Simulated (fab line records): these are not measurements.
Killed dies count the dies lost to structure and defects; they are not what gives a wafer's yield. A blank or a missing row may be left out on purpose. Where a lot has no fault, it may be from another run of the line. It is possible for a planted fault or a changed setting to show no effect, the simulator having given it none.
Split-lot trial || flow n5-finfet || 21 wafers read from 7 lots, route of 1938 steps

== THE SPLIT ITSELF ==
At N5_BEOL_M8_EXPOSE_25 (exposes mask V7, target cd 40 nm), the setting dose-mj was moved away from the recipe's 42.5 on 8 of the 21 wafers read, by -7.3% to +6.6%. All remaining wafers had this setting at the recipe value.

== FROM THE SPLIT TO THE READING: what the file shows between them, 2 steps ==
- N5_BEOL_M8_PEB_26: peb time 60 s
- N5_BEOL_M8_DEVELOP_27: develop time 30 s

== THE READING ==
cd-nm at N5_BEOL_M8_CD_MEAS_28, given in nm (cd target 40 nm). Typical for fault-free wafers on this fab line: 40.01 nm, with standard deviation 0.23 nm.

{"wafer": "L079.4", "tool, chamber at the split": "euv-scanner-01, 0", "dose-mj as run": 42.5, "against the recipe": "recipe", "cd-nm, nm": 40.09, "against lot-mates on the recipe": "-"}
{"wafer": "L079.5", "tool, chamber at the split": "euv-scanner-01, 0", "dose-mj as run": 42.5, "against the recipe": "recipe", "cd-nm, nm": 39.67, "against lot-mates on the recipe": "-"}
{"wafer": "L079.6", "tool, chamber at the split": "euv-scanner-01, 0", "dose-mj as run": 42.5, "against the recipe": "recipe", "cd-nm, nm": 40.07, "against lot-mates on the recipe": "-"}
{"wafer": "L089.1", "tool, chamber at the split": "euv-scanner-01, 0", "dose-mj as run": 41.59, "against the recipe": "-2.1%", "cd-nm, nm": 39.62, "against lot-mates on the recipe": -0.64}
{"wafer": "L089.2", "tool, chamber at the split": "euv-scanner-01, 0", "dose-mj as run": 41.59, "against the recipe": "-2.1%", "cd-nm, nm": 39.42, "against lot-mates on the recipe": -0.84}
{"wafer": "L089.3", "tool, chamber at the split": "euv-scanner-01, 0", "dose-mj as run": 42.5, "against the recipe": "recipe", "cd-nm, nm": 40.26, "against lot-mates on the recipe": "-"}
{"wafer": "L090.1", "tool, chamber at the split": "euv-scanner-02, 0", "dose-mj as run": 42.5, "against the recipe": "recipe", "cd-nm, nm": 40.18, "against lot-mates on the recipe": "-"}
{"wafer": "L090.2", "tool, chamber at the split": "euv-scanner-02, 0", "dose-mj as run": 42.5, "against the recipe": "recipe", "cd-nm, nm": 40.48, "against lot-mates on the recipe": "-"}
{"wafer": "L090.3", "tool, chamber at the split": "euv-scanner-02, 0", "dose-mj as run": 42.5, "against the recipe": "recipe", "cd-nm, nm": 40.06, "against lot-mates on the recipe": "-"}
{"wafer": "L092.1", "tool, chamber at the split": "euv-scanner-01, 0", "dose-mj as run": 39.39, "against the recipe": "-7.3%", "cd-nm, nm": 38.10, "against lot-mates on the recipe": -2.11}
{"wafer": "L092.2", "tool, chamber at the split": "euv-scanner-01, 0", "dose-mj as run": 42.5, "against the recipe": "recipe", "cd-nm, nm": 40.21, "against lot-mates on the recipe": "-"}
{"wafer": "L092.4", "tool, chamber at the split": "euv-scanner-01, 0", "dose-mj as run": 39.39, "against the recipe": "-7.3%", "cd-nm, nm": 38.49, "against lot-mates on the recipe": -1.72}
{"wafer": "L091.2", "tool, chamber at the split": "euv-scanner-02, 0", "dose-mj as run": 42.5, "against the recipe": "recipe", "cd-nm, nm": 39.78, "against lot-mates on the recipe": "-"}
{"wafer": "L091.4", "tool, chamber at the split": "euv-scanner-02, 0", "dose-mj as run": 42.5, "against the recipe": "recipe", "cd-nm, nm": 39.93, "against lot-mates on the recipe": "-"}
{"wafer": "L091.6", "tool, chamber at the split": "euv-scanner-02, 0", "dose-mj as run": 42.5, "against the recipe": "recipe", "cd-nm, nm": 39.99, "against lot-mates on the recipe": "-"}
{"wafer": "L093.3", "tool, chamber at the split": "euv-scanner-02, 0", "dose-mj as run": 42.5, "against the recipe": "recipe", "cd-nm, nm": 40.10, "against lot-mates on the recipe": "-"}
{"wafer": "L093.5", "tool, chamber at the split": "euv-scanner-02, 0", "dose-mj as run": 45.32, "against the recipe": "+6.6%", "cd-nm, nm": 41.89, "against lot-mates on the recipe": "+1.79"}
{"wafer": "L093.6", "tool, chamber at the split": "euv-scanner-02, 0", "dose-mj as run": 45.32, "against the recipe": "+6.6%", "cd-nm, nm": 41.47, "against lot-mates on the recipe": "+1.37"}
{"wafer": "L095.2", "tool, chamber at the split": "euv-scanner-02, 0", "dose-mj as run": 45.06, "against the recipe": "+6.0%", "cd-nm, nm": 41.33, "against lot-mates on the recipe": "+1.14"}
{"wafer": "L095.3", "tool, chamber at the split": "euv-scanner-02, 0", "dose-mj as run": 42.5, "against the recipe": "recipe", "cd-nm, nm": 40.19, "against lot-mates on the recipe": "-"}
{"wafer": "L095.4", "tool, chamber at the split": "euv-scanner-02, 0", "dose-mj as run": 45.06, "against the recipe": "+6.0%", "cd-nm, nm": 40.78, "against lot-mates on the recipe": "+0.59"}

FIT RESULTS
A straight line over all 21 wafers: cd-nm changes by +0.223 nm for each +1% of dose-mj; r = +0.96; the points scatter about the line by 0.25 nm.
The same after taking each lot's own level away (the mean of its wafers on the recipe; 21 wafers): +0.228 nm for each +1%; r = +0.96; scatter 0.25 nm.
According to that fit, moving dose-mj by its largest amount changes the reading by 1.7 nm.
Measured against the standard deviation above, the lots' own levels, which go from 39.900 to 40.260 nm, span 1.6 times it.
The two slopes are in agreement: the lot-to-lot level therefore moves the slope only a little.
Check: -1.64 nm against its lot-mates is what the line predicts for one of the wafers moved furthest among these (-7.3%) when that wafer is left out of the fit. It came out at -2.11 nm against them.

== ADDITIONAL SPLITS CARRIED BY THESE WAFERS ==
Other splits were also applied to these wafers ahead of the reading. Each is held against what the fit with the lots' levels taken away leaves over:
{"other split on the same wafers": "N5_BEOL_M3_EXPOSE_25 dose-mj", "wafers away from the commonest value": 7, "r with cd-nm (lot level and that fit taken away)": -0.35}
{"other split on the same wafers": "N5_BEOL_M4_DESCUM_33 time-s", "wafers away from the commonest value": 8, "r with cd-nm (lot level and that fit taken away)": "+0.02"}
{"other split on the same wafers": "N5_BEOL_M6_COAT_71 spin-rpm", "wafers away from the commonest value": 6, "r with cd-nm (lot level and that fit taken away)": -0.22}
{"other split on the same wafers": "N5_BEOL_M6_EXPOSE_25 dose-mj", "wafers away from the commonest value": 7, "r with cd-nm (lot level and that fit taken away)": -0.35}

== THE FILE'S OWN FIT ==
cd-nm changes by +0.226 nm for each +1% of dose-mj, r = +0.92.
